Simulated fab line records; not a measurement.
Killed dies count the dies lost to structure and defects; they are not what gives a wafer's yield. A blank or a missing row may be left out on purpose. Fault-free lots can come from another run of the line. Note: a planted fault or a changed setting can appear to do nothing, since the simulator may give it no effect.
Commonality check across tools | flow n5 finfet | 8 lots, 24 wafers sampled

== REASON FOR OPENING ==
Flagged at N5_BEOL_M3_CD_MEAS_28: reading cd nm, on 2 of 8 lots. Fault-free wafers read 25.69 nm, with a standard deviation of 0.23.
Rule: a lot is flagged when every wafer of it that has a number lies more than 4 standard deviations from that mean, or none has a number. As for the other lots, they are considered sound.

lot  | measured     | on        | cd nm (nm), wafer by wafer | flag
L485 | day 7 04:43  | cd sem-02 | 25.67 25.68 25.66          |
L490 | day 8 09:13  | cd sem-03 | 25.73 25.73 25.71          |
L491 | day 8 12:46  | cd sem-03 | 24.12 24.37 23.89          | FLAGGED
L492 | day 8 19:17  | cd sem-01 | 24.19 24.72 24.66          | FLAGGED
L497 | day 9 22:59  | cd sem-02 | 25.39 26.01 25.92          |
L500 | day 11 03:04 | cd sem-02 | 25.72 25.47 25.65          |
L502 | day 12 00:19 | cd sem-01 | 25.83 25.90 25.81          |
L507 | day 12 14:53 | cd sem-02 | 25.61 25.47 25.48          |
The numbers of the flagged lots are 24.32 nm on average: -1.37 nm against the usual, or -6 standard deviations.

== WHICH TOOL EACH LOT WENT THROUGH ==
The record holds 2 process steps before the reading, out of a route of 1938 steps. Each cell gives the tool, then ch followed by the chambers the sampled wafers passed through, then the start.
lot  | flag    | N5_BEOL_M3_ETCH_63                 | N5_BEOL_M3_EXPOSE_25
L485 |         | rie diel-05 ch 1,2,3, day 7 03:41  | euv scanner-01 ch 0, day 7 04:34
L490 |         | rie diel-05 ch 1,2,3, day 8 08:23  | euv scanner-01 ch 0, day 8 09:04
L491 | FLAGGED | rie diel-05 ch 0,1, day 8 11:57    | euv scanner-01 ch 0, day 8 12:39
L492 | FLAGGED | rie diel-05 ch 0,3, day 8 18:35    | euv scanner-01 ch 0, day 8 19:08
L497 |         | rie diel-02 ch 1,3, day 9 22:17    | euv scanner-02 ch 0, day 9 22:50
L500 |         | rie diel-06 ch 0,2,3, day 11 02:13 | euv scanner-02 ch 0, day 11 02:55
L502 |         | rie diel-02 ch 1,2, day 11 23:32   | euv scanner-02 ch 0, day 12 00:10
L507 |         | rie diel-02 ch 0,2,3, day 12 14:10 | euv scanner-02 ch 0, day 12 14:44
What the steps here do:
- N5_BEOL_M3_ETCH_63: etches SiARC in CF4, target depth 15.6 nm, time 26 s.
- N5_BEOL_M3_EXPOSE_25: exposes mask V2, defocus 5 nm.
- N5_BEOL_M3_CD_MEAS_28: target cd 25.7 nm, target cd y 23.3 nm.

== FLAGGED OVER TOTAL, TOOL BY TOOL (the gauges that took the reading come last) ==
step                  | tool           | lots run | flagged | share of the flagged lots | sound lots run after its first flagged lot
N5_BEOL_M3_ETCH_63    | rie diel-02    | 3        | 0       | none                      | -
N5_BEOL_M3_ETCH_63    | rie diel-05    | 4        | 2       | all                       | 0
N5_BEOL_M3_ETCH_63    | rie diel-06    | 1        | 0       | none                      | -
N5_BEOL_M3_EXPOSE_25  | euv scanner-01 | 4        | 2       | all                       | 0
N5_BEOL_M3_EXPOSE_25  | euv scanner-02 | 4        | 0       | none                      | -
N5_BEOL_M3_CD_MEAS_28 | cd sem-01      | 2        | 1       | some                      | 1 (L502)
N5_BEOL_M3_CD_MEAS_28 | cd sem-02      | 4        | 0       | none                      | -
N5_BEOL_M3_CD_MEAS_28 | cd sem-03      | 2        | 1       | some                      | 0

== THE TABLE: WHAT IT ALLOWS ==
Rows of the table that ran all the flagged lots, 2 in number: rie diel-05 at N5_BEOL_M3_ETCH_63; euv scanner-01 at N5_BEOL_M3_EXPOSE_25.
- rie diel-05 at N5_BEOL_M3_ETCH_63: 2 of its 4 lots flagged. It ran its last sound lot, L490, at day 8 08:23 and its first flagged lot, L491, at day 8 11:57: a fault with its onset between the two fits.
- euv scanner-01 at N5_BEOL_M3_EXPOSE_25: 2 of its 4 lots flagged. It ran its last sound lot, L490, at day 8 09:04 and its first flagged lot, L491, at day 8 12:39: a fault with its onset between the two fits. Its own readings lie more than 4 standard deviations out on every wafer of the flagged lots: exposure dose mJ cm2.
A lot count leaves these 2 tools indistinguishable: every one of them fits a fault beginning at some hour. More lots, or a look at what each step does to the wafer, might.

== WHAT THE SIMULATOR HAD INSERTED ==
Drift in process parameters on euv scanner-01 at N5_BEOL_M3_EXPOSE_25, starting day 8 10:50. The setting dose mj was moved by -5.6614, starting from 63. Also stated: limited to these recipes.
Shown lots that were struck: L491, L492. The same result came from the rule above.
